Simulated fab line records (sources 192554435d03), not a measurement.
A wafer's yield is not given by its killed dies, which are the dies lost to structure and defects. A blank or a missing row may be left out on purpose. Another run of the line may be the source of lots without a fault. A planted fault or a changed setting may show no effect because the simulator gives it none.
Chamber matching | flow n5-finfet | 4 sister chambers for N5_ILD0_CMP_03 on cmp-03
The step polishes, stops on SiNx, t overpolish 1.9 s, target thk 197.38 nm. 18 wafers are shown with their chamber, then 9 later ones without.

== WAFERS WITH THEIR CHAMBER ==
wafer  | chamber | motor-current-A (A) | time-to-endpoint-s (s) | overpolish-run-s (s)
L074.1 | 1       | 11.4                | 77                     | 1.898
L074.4 | 3       | 15.4                | 71                     | 1.893
L074.5 | 2       | 12.5                | 76                     | 1.889
L075.2 | 0       | 12.8                | 74                     | 1.888
L075.4 | 3       | 14.6                | 70                     | 1.894
L075.6 | 0       | 13.6                | 73                     | 1.922
L077.1 | 2       | 12.1                | 74                     | 1.901
L077.2 | 0       | 13.6                | 70                     | 1.908
L077.5 | 0       | 12.9                | 69                     | 1.901
L081.2 | 3       | 14.3                | 72                     | 1.893
L081.3 | 1       | 11.2                | 73                     | 1.895
L081.4 | 2       | 12.1                | 70                     | 1.897
L089.1 | 2       | 12.5                | 73                     | 1.884
L089.5 | 2       | 11.7                | 72                     | 1.900
L089.6 | 3       | 15.1                | 70                     | 1.905
L090.1 | 3       | 14.0                | 69                     | 1.888
L090.3 | 0       | 13.9                | 71                     | 1.881
L090.4 | 1       | 10.9                | 74                     | 1.904

SIGNATURES (averages over the wafers above)
reading            | chamber 0 | chamber 1 | chamber 2 | chamber 3 | scatter within a chamber
motor-current-A    | 13.360    | 11.167    | 12.180    | 14.680    | 0.448
time-to-endpoint-s | 71.40     | 74.67     | 73.00     | 70.40     | 1.91
overpolish-run-s   | 1.90000   | 1.89900   | 1.89420   | 1.89460   | 0.0103
Rule: for a wafer and a chamber, the distance is found by dividing, reading by reading, the gap between the wafer's reading and the chamber's mean by the reading's scatter, squaring, summing and taking the root. If the next closest chamber is less than 2 further off than the closest, the wafer can't be placed; otherwise it belongs to the closest. The scatter: take each reading less its chamber's mean, square it, sum over the shown wafers, divide by the number of wafers less the number of chambers, and take the root.

== WAFERS WITH NO CHAMBER GIVEN ==
wafer  | motor-current-A (A) | time-to-endpoint-s (s) | overpolish-run-s (s)
L091.2 | 11.9                | 71                     | 1.908
L091.5 | 14.8                | 70                     | 1.914
L091.6 | 13.6                | 70                     | 1.904
L096.1 | 13.0                | 64                     | 1.894
L096.4 | 15.3                | 62                     | 1.906
L096.5 | 13.3                | 65                     | 1.887
L097.1 | 13.6                | 63                     | 1.884
L097.3 | 14.3                | 61                     | 1.902
L097.5 | 14.0                | 65                     | 1.911

== THE CHAMBER EACH PASSED THROUGH ==
wafer  | from the rows above          | in truth
L091.2 | can't be placed: 2 or 1 or 0 | 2
L091.5 | can't be placed: 3 or 0      | 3
L091.6 | can't be placed: 0 or 3      | 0
L096.1 | can't be placed: 0 or 3 or 2 | 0
L096.4 | can't be placed: 3 or 0      | 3
L096.5 | can't be placed: 0 or 3 or 2 | 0
L097.1 | can't be placed: 3 or 0 or 2 | 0
L097.3 | can't be placed: 3 or 0      | 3
L097.5 | can't be placed: 3 or 0      | 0
Correctly placed: 0 of 9. Can't be placed from these rows: 9 (the true chamber is among the candidates in 9). Placed wrongly: 0.
